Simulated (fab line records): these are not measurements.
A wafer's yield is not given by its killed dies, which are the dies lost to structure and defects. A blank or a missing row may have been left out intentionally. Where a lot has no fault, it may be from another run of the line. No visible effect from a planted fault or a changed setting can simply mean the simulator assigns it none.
Which tool was responsible? / flow nand-harc / 12 lots with 36 wafers sampled at 5 steps, on a route of 1302 steps

## WHAT THE GAUGES READ, wafer by wafer
NHARC_P_M0_INSPECT_11.
lot=L178; measured=day 6 16:37; on=defect-inspect-01; raw-defect-count=3 3 3
lot=L180; measured=day 7 16:13; on=defect-inspect-02; raw-defect-count=3 0 5
lot=L181; measured=day 8 10:34; on=defect-inspect-02; raw-defect-count=4 6 4
lot=L182; measured=day 8 13:49; on=defect-inspect-01; raw-defect-count=5 3 5
lot=L184; measured=day 9 08:26; on=defect-inspect-02; raw-defect-count=9 9 6
lot=L186; measured=day 10 09:15; on=defect-inspect-02; raw-defect-count=5 1 2
lot=L187; measured=day 10 13:55; on=defect-inspect-02; raw-defect-count=5 2 4
lot=L188; measured=day 10 21:22; on=defect-inspect-01; raw-defect-count=8 6 3
lot=L189; measured=day 12 02:18; on=defect-inspect-01; raw-defect-count=4 3 4
lot=L192; measured=day 13 00:17; on=defect-inspect-01; raw-defect-count=7 2 8
lot=L193; measured=day 13 02:17; on=defect-inspect-01; raw-defect-count=6 8 8
lot=L199; measured=day 15 16:21; on=defect-inspect-02; raw-defect-count=0 5 3

NHARC_END_SORT_01.
lot=L180; measured=day 25 20:16; on=prober-01; killed-at-array=40 51 49; killed-at-other=0 0 0; killed-at-periphery=4 1 5; killed-dies=44 52 54; killed-open=4 3 4; killed-short=3 2 3
lot=L186; measured=day 28 16:03; on=prober-02; killed-at-array=38 51 38; killed-at-other=0 1 3; killed-at-periphery=8 1 8; killed-dies=46 53 49; killed-open=2 1 3; killed-short=4 1 1
lot=L189; measured=day 30 04:57; on=prober-01; killed-at-array=51 49 45; killed-at-other=0 0 0; killed-at-periphery=7 1 3; killed-dies=58 50 48; killed-open=7 0 4; killed-short=1 3 1

## WHAT TOOL EACH LOT RAN ON (gives the tool, then ch and the chambers of the sampled wafers, and finally the start)
lot=L178; NHARC_P_GATE_STRIP_95=plasma-asher-02 ch 0,1, day 6 09:03; NHARC_P_CONTACT_ETCH_35=rie-diel-08 ch 0,1,3, day 6 12:45; NHARC_P_CONTACT_CMP_24=cmp-04 ch 0,2, day 6 15:21
lot=L180; NHARC_P_GATE_STRIP_95=plasma-asher-02 ch 0,1, day 7 08:37; NHARC_P_CONTACT_ETCH_35=rie-diel-08 ch 1,2,3, day 7 12:11; NHARC_P_CONTACT_CMP_24=cmp-02 ch 0,1,2, day 7 14:47
lot=L181; NHARC_P_GATE_STRIP_95=plasma-asher-02 ch 0,1, day 8 02:47; NHARC_P_CONTACT_ETCH_35=rie-diel-12 ch 1,3, day 8 06:31; NHARC_P_CONTACT_CMP_24=cmp-02 ch 0,1,2, day 8 09:11
lot=L182; NHARC_P_GATE_STRIP_95=plasma-asher-02 ch 0, day 8 06:10; NHARC_P_CONTACT_ETCH_35=rie-diel-10 ch 0,3, day 8 09:45; NHARC_P_CONTACT_CMP_24=cmp-04 ch 0,1, day 8 12:25
lot=L184; NHARC_P_GATE_STRIP_95=plasma-asher-02 ch 0,1, day 8 23:55; NHARC_P_CONTACT_ETCH_35=rie-diel-10 ch 0,1,3, day 9 03:53; NHARC_P_CONTACT_CMP_24=cmp-02 ch 0,1, day 9 06:59
lot=L186; NHARC_P_GATE_STRIP_95=plasma-asher-02 ch 0,1, day 9 23:38; NHARC_P_CONTACT_ETCH_35=rie-diel-08 ch 0,2,3, day 10 03:34; NHARC_P_CONTACT_CMP_24=cmp-02 ch 1,2,3, day 10 06:11
lot=L187; NHARC_P_GATE_STRIP_95=plasma-asher-02 ch 0,1, day 10 06:04; NHARC_P_CONTACT_ETCH_35=rie-diel-08 ch 1,2,3, day 10 09:39; NHARC_P_CONTACT_CMP_24=cmp-03 ch 0,2,3, day 10 12:17
lot=L188; NHARC_P_GATE_STRIP_95=plasma-asher-02 ch 0, day 10 13:12; NHARC_P_CONTACT_ETCH_35=rie-diel-12 ch 1,2, day 10 17:20; NHARC_P_CONTACT_CMP_24=cmp-03 ch 1,2,3, day 10 20:00
lot=L189; NHARC_P_GATE_STRIP_95=plasma-asher-01 ch 0,1, day 11 18:25; NHARC_P_CONTACT_ETCH_35=rie-diel-08 ch 1,2,3, day 11 22:19; NHARC_P_CONTACT_CMP_24=cmp-02 ch 0,1,2, day 12 00:57
lot=L192; NHARC_P_GATE_STRIP_95=plasma-asher-01 ch 0,1, day 12 16:26; NHARC_P_CONTACT_ETCH_35=rie-diel-10 ch 0,1, day 12 20:08; NHARC_P_CONTACT_CMP_24=cmp-03 ch 0,1, day 12 22:51
lot=L193; NHARC_P_GATE_STRIP_95=plasma-asher-01 ch 0,1, day 12 17:59; NHARC_P_CONTACT_ETCH_35=rie-diel-12 ch 0,2,3, day 12 21:50; NHARC_P_CONTACT_CMP_24=cmp-04 ch 0,1,2, day 13 01:00
lot=L199; NHARC_P_GATE_STRIP_95=plasma-asher-02 ch 0,1, day 15 08:27; NHARC_P_CONTACT_ETCH_35=rie-diel-08 ch 1,2,3, day 15 12:13; NHARC_P_CONTACT_CMP_24=cmp-04 ch 0,2,3, day 15 15:00
- NHARC_P_GATE_STRIP_95: strips in O2.
- NHARC_P_CONTACT_ETCH_35: etches the open film in CF4, target depth 39 nm, time 65 s.
- NHARC_P_CONTACT_CMP_24: polishes, t overpolish 30 s, target thk 200 nm.

## WHAT THE TOOLS THEMSELVES READ (means of the sampled wafers that have a number; where no wafer has one, the mark that the record gives instead)
NHARC_P_GATE_STRIP_95.
lot=L178; tool=plasma-asher-02; drypump-motor-current-A (A)=5.5; heater-power-w (W)=333; temp-c (C)=250.02
lot=L180; tool=plasma-asher-02; drypump-motor-current-A (A)=5.6; heater-power-w (W)=335; temp-c (C)=249.95
lot=L181; tool=plasma-asher-02; drypump-motor-current-A (A)=5.6; heater-power-w (W)=332; temp-c (C)=249.95
lot=L182; tool=plasma-asher-02; drypump-motor-current-A (A)=5.3; heater-power-w (W)=346; temp-c (C)=250.01
lot=L184; tool=plasma-asher-02; drypump-motor-current-A (A)=5.8; heater-power-w (W)=321; temp-c (C)=249.88
lot=L186; tool=plasma-asher-02; drypump-motor-current-A (A)=5.8; heater-power-w (W)=323; temp-c (C)=249.85
lot=L187; tool=plasma-asher-02; drypump-motor-current-A (A)=5.8; heater-power-w (W)=320; temp-c (C)=250.11
lot=L188; tool=plasma-asher-02; drypump-motor-current-A (A)=5.3; heater-power-w (W)=350; temp-c (C)=250.09
lot=L189; tool=plasma-asher-01; drypump-motor-current-A (A)=5.3; heater-power-w (W)=319; temp-c (C)=249.95
lot=L192; tool=plasma-asher-01; drypump-motor-current-A (A)=5.4; heater-power-w (W)=326; temp-c (C)=250.25
lot=L193; tool=plasma-asher-01; drypump-motor-current-A (A)=5.3; heater-power-w (W)=321; temp-c (C)=249.79
lot=L199; tool=plasma-asher-02; drypump-motor-current-A (A)=5.8; heater-power-w (W)=320; temp-c (C)=249.74

NHARC_P_CONTACT_ETCH_35.
lot=L178; tool=rie-diel-08; drypump-motor-current-A (A)=5.42; oes-product-au (a.u.)=1.009; rf-vpp-V (V)=150.6; showerhead-plenum-p-Torr (Torr)=1.78; throttle-valve-pct (%)=13.283
lot=L180; tool=rie-diel-08; drypump-motor-current-A (A)=5.42; oes-product-au (a.u.)=1.010; rf-vpp-V (V)=152.0; showerhead-plenum-p-Torr (Torr)=1.84; throttle-valve-pct (%)=13.289
lot=L181; tool=rie-diel-12; drypump-motor-current-A (A)=5.67; oes-product-au (a.u.)=0.992; rf-vpp-V (V)=151.1; showerhead-plenum-p-Torr (Torr)=1.79; throttle-valve-pct (%)=13.296
lot=L182; tool=rie-diel-10; drypump-motor-current-A (A)=5.63; oes-product-au (a.u.)=0.998; rf-vpp-V (V)=150.6; showerhead-plenum-p-Torr (Torr)=1.75; throttle-valve-pct (%)=13.281
lot=L184; tool=rie-diel-10; drypump-motor-current-A (A)=5.59; oes-product-au (a.u.)=0.998; rf-vpp-V (V)=152.4; showerhead-plenum-p-Torr (Torr)=1.81; throttle-valve-pct (%)=13.285
lot=L186; tool=rie-diel-08; drypump-motor-current-A (A)=5.33; oes-product-au (a.u.)=1.008; rf-vpp-V (V)=150.9; showerhead-plenum-p-Torr (Torr)=1.78; throttle-valve-pct (%)=13.276
lot=L187; tool=rie-diel-08; drypump-motor-current-A (A)=5.42; oes-product-au (a.u.)=1.002; rf-vpp-V (V)=152.4; showerhead-plenum-p-Torr (Torr)=1.84; throttle-valve-pct (%)=13.280
lot=L188; tool=rie-diel-12; drypump-motor-current-A (A)=5.69; oes-product-au (a.u.)=0.992; rf-vpp-V (V)=150.5; showerhead-plenum-p-Torr (Torr)=1.69; throttle-valve-pct (%)=13.280
lot=L189; tool=rie-diel-08; drypump-motor-current-A (A)=5.40; oes-product-au (a.u.)=1.007; rf-vpp-V (V)=151.5; showerhead-plenum-p-Torr (Torr)=1.84; throttle-valve-pct (%)=13.283
lot=L192; tool=rie-diel-10; drypump-motor-current-A (A)=5.58; oes-product-au (a.u.)=1.008; rf-vpp-V (V)=152.7; showerhead-plenum-p-Torr (Torr)=1.88; throttle-valve-pct (%)=13.280
lot=L193; tool=rie-diel-12; drypump-motor-current-A (A)=5.65; oes-product-au (a.u.)=1.006; rf-vpp-V (V)=150.7; showerhead-plenum-p-Torr (Torr)=1.73; throttle-valve-pct (%)=13.290
lot=L199; tool=rie-diel-08; drypump-motor-current-A (A)=5.41; oes-product-au (a.u.)=1.003; rf-vpp-V (V)=152.0; showerhead-plenum-p-Torr (Torr)=1.84; throttle-valve-pct (%)=13.281

NHARC_P_CONTACT_CMP_24.
lot=L178; tool=cmp-04; motor-current-A (A)=10.4; overpolish-run-s (s)=29.995; time-to-endpoint-s (s)=40.9
lot=L180; tool=cmp-02; motor-current-A (A)=12.5; overpolish-run-s (s)=29.994; time-to-endpoint-s (s)=43.0
lot=L181; tool=cmp-02; motor-current-A (A)=12.5; overpolish-run-s (s)=30.003; time-to-endpoint-s (s)=38.8
lot=L182; tool=cmp-04; motor-current-A (A)=11.7; overpolish-run-s (s)=29.999; time-to-endpoint-s (s)=41.8
lot=L184; tool=cmp-02; motor-current-A (A)=12.2; overpolish-run-s (s)=29.996; time-to-endpoint-s (s)=43.0
lot=L186; tool=cmp-02; motor-current-A (A)=12.7; overpolish-run-s (s)=30.002; time-to-endpoint-s (s)=43.4
lot=L187; tool=cmp-03; motor-current-A (A)=13.0; overpolish-run-s (s)=29.997; time-to-endpoint-s (s)=37.6
lot=L188; tool=cmp-03; motor-current-A (A)=12.8; overpolish-run-s (s)=29.992; time-to-endpoint-s (s)=38.3
lot=L189; tool=cmp-02; motor-current-A (A)=12.1; overpolish-run-s (s)=30.002; time-to-endpoint-s (s)=41.1
lot=L192; tool=cmp-03; motor-current-A (A)=12.6; overpolish-run-s (s)=30.000; time-to-endpoint-s (s)=33.4
lot=L193; tool=cmp-04; motor-current-A (A)=12.9; overpolish-run-s (s)=29.997; time-to-endpoint-s (s)=36.9
lot=L199; tool=cmp-04; motor-current-A (A)=11.5; overpolish-run-s (s)=30.002; time-to-endpoint-s (s)=37.5

## THE ANSWER, worked out from the rows above alone
Rule: what is usual is taken from the lots themselves. Put in order of their means at a reading, lots are off if they are a third of the lots or fewer, leave a main group of 4 or more, and stand apart from it by a gap of 3 or more times the standard deviation of the main group's means; of several such gaps the widest counts. A main group is skipped when, at the precision printed for the reading in the tables above, its means are all equal. Also off: a lot with no number at a reading for which 4 or more lots have one. The other lots that the step has rows for count as sound. After the gauges, taken in route order, come the tools' own readings; for these a lot's mean is taken, as printed above. The first step at which some lot is off is used, and at that step the reading that is off furthest; a lot without a number counts as furthest.
Across all readings shown, no lot is off: no conclusion can be drawn from this.

## WHAT THE SIMULATOR HAD INSERTED
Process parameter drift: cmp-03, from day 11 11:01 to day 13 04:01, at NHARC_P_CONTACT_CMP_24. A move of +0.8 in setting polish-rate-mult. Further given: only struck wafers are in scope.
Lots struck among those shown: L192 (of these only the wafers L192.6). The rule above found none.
